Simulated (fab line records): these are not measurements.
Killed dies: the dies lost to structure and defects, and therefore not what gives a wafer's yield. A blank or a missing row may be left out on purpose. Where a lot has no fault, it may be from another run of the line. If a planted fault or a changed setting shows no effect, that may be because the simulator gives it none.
Matching of chambers | flow nand harc | 3 sister chambers for NHARC_A_SLIT_DESCUM_14 on rie diel-07
The step chemistry O2, time 3 s. 6 wafers are shown with their chamber, then 6 later ones without.

== WAFERS PAIRED WITH THEIR CHAMBERS ==
wafer  | chamber | drypump motor current A (A) | oes product au (a.u.)
L143.5 | 1       | 5.5                         | 1.010
L144.4 | 0       | 5.6                         | 0.974
L144.5 | 1       | 5.5                         | 1.007
L144.6 | 2       | 6.5                         | 1.011
L148.4 | 0       | 5.7                         | 0.996
L148.5 | 2       | 6.5                         | 1.014

== WAFERS WITHOUT THEIR CHAMBER ==
wafer  | drypump motor current A (A) | oes product au (a.u.)
L148.6 | 5.5                         | 1.004
L154.3 | 5.7                         | 1.006
L154.6 | 6.5                         | 1.016
L153.1 | 6.4                         | 1.014
L153.2 | 5.7                         | 0.999
L153.4 | 5.7                         | 1.001

== CHAMBER TAKEN BY EACH ==
wafer  | from the rows above | in truth
L148.6 | 1                   | 1
L154.3 | 0                   | 0
L154.6 | 2                   | 2
L153.1 | 2                   | 2
L153.2 | 0                   | 0
L153.4 | 0                   | 0
6 of 6 placed correctly. Left unplaced by these rows: 0. Number placed wrongly: 0.
How it was worked out, from the rows above alone: a wafer's distance from a chamber is the root of the sum, over the readings, of the square of ((its reading less the chamber's mean) divided by the reading's scatter). If the next closest chamber is less than 2 further off than the closest, the wafer can't be placed; otherwise it belongs to the closest. The mean given for a chamber averages the wafers shown for that chamber. The scatter: the root of (the sum of the squares of (reading less its chamber's mean) over the shown wafers, divided by (wafers less chambers)).
